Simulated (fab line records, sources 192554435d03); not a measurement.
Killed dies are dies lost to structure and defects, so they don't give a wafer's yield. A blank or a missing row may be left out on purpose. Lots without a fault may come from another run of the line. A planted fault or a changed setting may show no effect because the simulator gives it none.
A struck lot beside a sound one | flow n5_finfet | 16 steps out of a route of 1938
Sound: wafers L556.1, L556.3, L556.5. Struck: wafers L560.4, L560.6. (L560.3 of the same lot was not struck and is left out.) The cause comes at the end.
At each step with rows: each side's tool, then ch and its chambers, then its first start. Under that, the readings that differ: sound wafers | struck wafers | difference of the means | sigmas: that difference in standard deviations of wafers without a fault.
alike: readings whose means differ by less than 2 such deviations, and words and numbers that are the same on both sides. not compared: withheld readings, readings that some wafer has no value for, bounds like >300 that may hide the same value, and numbers for which the record gives no deviation and whose values overlap.
The two part at a step that has a row with sigmas, a row that says differs or no value, or rows on one side only. Numbers that don't overlap but have no deviation are shown without sigmas and don't part them. A reading that every wafer of one side lacks parts them only if that side has two wafers or more.

N5_GATE_CUT_ETCH_19: etches SiNx in CH3F/O2, target depth 53.7 nm, time 76.7 s.
  sound on rie_diel-04 ch 0,2,3, day 6 18:52; struck on rie_diel-04 ch 0,1, day 7 21:34
  alike: drypump_motor_current_A, etch_rf_on_time_s, oes_product_au, rf_vpp_V, showerhead_plenum_p_Torr, throttle_valve_pct
  not compared: rf_hours_counter_h
then, 2 steps without rows for these wafers: N5_GATE_CUT_CUT_ETCH_53 (etches W in SF6/Cl2, target depth 79.2 nm); N5_GATE_CUT_CUT_ETCH_54 (etches TiN in Cl2/BCl3, target depth 96.7 nm).
N5_GATE_CUT_CUT_ETCH_55: etches HfO2 in BCl3, target depth 3.2 nm.
  sound on rie_metal-02 ch 1, day 6 19:05; struck on rie_metal-01 ch 1, day 7 21:56
  reading               | sound             | struck      | difference | sigmas
  bcl3_flow_sccm (sccm) | 79.66 79.37 79.58 | 80.09 80.19 | +0.60      | +3
  alike: drypump_motor_current_A, he_backside_leak_sccm, oes_product_au, throttle_valve_pct
  not compared: rf_hours_counter_h
then, 1 step without rows for these wafers: N5_GATE_CUT_ETCH_47 (etches SiO2 in Cl2/BCl3, target depth 10 nm).
N5_GATE_CUT_VAPOR_ETCH_48: etches TiN in BCl3/Cl2.
  sound on rie_metal-02 ch 1, day 6 19:08; struck on rie_metal-01 ch 1, day 7 22:04
  alike: drypump_motor_current_A, he_backside_leak_sccm, oes_product_au
N5_GATE_CUT_VAPOR_ETCH_49: etches TiAlC in BCl3/Cl2.
  sound on rie_metal-02 ch 1, day 6 19:10; struck on rie_metal-01 ch 1, day 7 22:07
  alike: drypump_motor_current_A, he_backside_leak_sccm, oes_product_au
N5_GATE_CUT_VAPOR_ETCH_51: etches HfO2 in BCl3/Cl2.
  sound on rie_metal-02 ch 1, day 6 19:12; struck on rie_metal-01 ch 1, day 7 22:11
  alike: drypump_motor_current_A, he_backside_leak_sccm, oes_product_au
then, 4 steps without rows for these wafers: N5_GATE_CUT_STRIP_21 (strips in N2/H2, time 30 s); N5_GATE_CUT_STRIP_29 (strips in post etch residue remover, time 60 s); N5_GATE_CUT_SRD_52 (time 30 s); N5_GATE_CUT_ALD_22 (deposits SiNx, target thk 16 nm, pulse time 1 s, ald cycles 320).
N5_GATE_CUT_CMP_23: polishes, stops on SiO2, t overpolish 23.4 s, target thk 16 nm.
  sound on cmp-03 ch 1,3, day 6 21:12; struck on cmp-03 ch 0, day 8 01:33
  reading                 | sound             | struck      | difference | sigmas
  head_pressure_psi (psi) | 2.494 2.494 2.504 | 2.637 2.642 | +0.142     | +25
  motor_current_A (A)     | 9.1 9.1 9.0       | 11.2 11.0   | +2.0       | +2
  time_to_endpoint_s (s)  | 18 23 21          | 10 10       | -11        | -3
  alike: overpolish_run_s
N5_GATE_CUT_THK_MEAS_24:
  sound on film_metro-02, day 6 21:28; struck on film_metro-01, day 8 01:51
  alike: GC_FILL_THK
-- the record jumps here: 4 days lie between the struck wafers' starts before and after (it left off in module GATE_CUT and takes up again in module BEOL_M4, whose first step shown is number 1111 of the route) --
N5_BEOL_M4_RC_MEAS_101:
  sound on prober-01 ch 0, day 10 09:54; struck on prober-02 ch 0, day 11 18:38
  alike: DIBL_N, DIBL_P, IOFF_N, IOFF_P, ION_N, ION_P, SS_N, SS_P, VT_N, VT_P
then, 1 step without rows for these wafers: N5_PASSIVATION_PROBE_49.

WHERE THEY PART
First at N5_GATE_CUT_CUT_ETCH_55; last, within this record, at N5_GATE_CUT_CMP_23. Later steps at which nothing parts them and some readings are alike: N5_GATE_CUT_THK_MEAS_24, N5_BEOL_M4_RC_MEAS_101.

WHY: what the simulator had put in
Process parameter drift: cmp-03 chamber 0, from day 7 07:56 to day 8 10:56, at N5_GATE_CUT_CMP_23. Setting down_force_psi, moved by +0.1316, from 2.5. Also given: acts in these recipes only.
